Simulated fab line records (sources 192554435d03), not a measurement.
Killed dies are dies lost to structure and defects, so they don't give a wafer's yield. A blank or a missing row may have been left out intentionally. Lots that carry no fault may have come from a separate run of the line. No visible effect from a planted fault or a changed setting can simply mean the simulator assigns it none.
Chamber matching -- flow n5-finfet -- 3 sister chambers for N5_BEOL_M7_CURE_74 on uv-cure-02
The step cures SiCOH lowk, time 240 s. 3 wafers are shown with their chamber, then 12 later ones without.

== EACH WAFER AND ITS CHAMBER ==
wafer,chamber,wafer_temp_C_max
L083.6,2,387.0
L085.4,1,385.8
L088.5,0,386.6

== WAFERS WITHOUT THEIR CHAMBER ==
wafer,wafer_temp_C_max
L089.1,386.5
L089.4,386.4
L089.5,386.0
L092.1,385.7
L092.3,386.8
L092.6,385.9
L092.2,386.7
L092.4,386.8
L092.5,386.2
L097.3,387.4
L097.5,387.0
L097.6,387.3

== CHAMBER TAKEN BY EACH ==
wafer,from the rows above,in truth
L089.1,can't be placed: 0 or 2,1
L089.4,can't be placed: 0 or 1 or 2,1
L089.5,can't be placed: 1 or 0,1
L092.1,1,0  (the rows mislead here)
L092.3,can't be placed: 0 or 2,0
L092.6,1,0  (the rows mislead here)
L092.2,can't be placed: 0 or 2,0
L092.4,can't be placed: 0 or 2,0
L092.5,can't be placed: 1 or 0 or 2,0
L097.3,can't be placed: 2 or 0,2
L097.5,can't be placed: 2 or 0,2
L097.6,can't be placed: 2 or 0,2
Placed correctly: 0 of 12. These rows do not allow placing 10 (true chamber among the candidates in 9). 2 placed wrongly.
How it was worked out, from the rows above alone: a wafer's distance from a chamber is the root of the sum, over the readings, of the square of ((its reading less the chamber's mean) divided by the reading's scatter). The wafer belongs to the nearest chamber; if the next one is less than 2 further off, it can't be placed. A chamber's mean is the mean of its shown wafers. The scatter: with one shown wafer a chamber, the root of the mean of the squares of how far each hidden wafer lies from its nearest shown one.
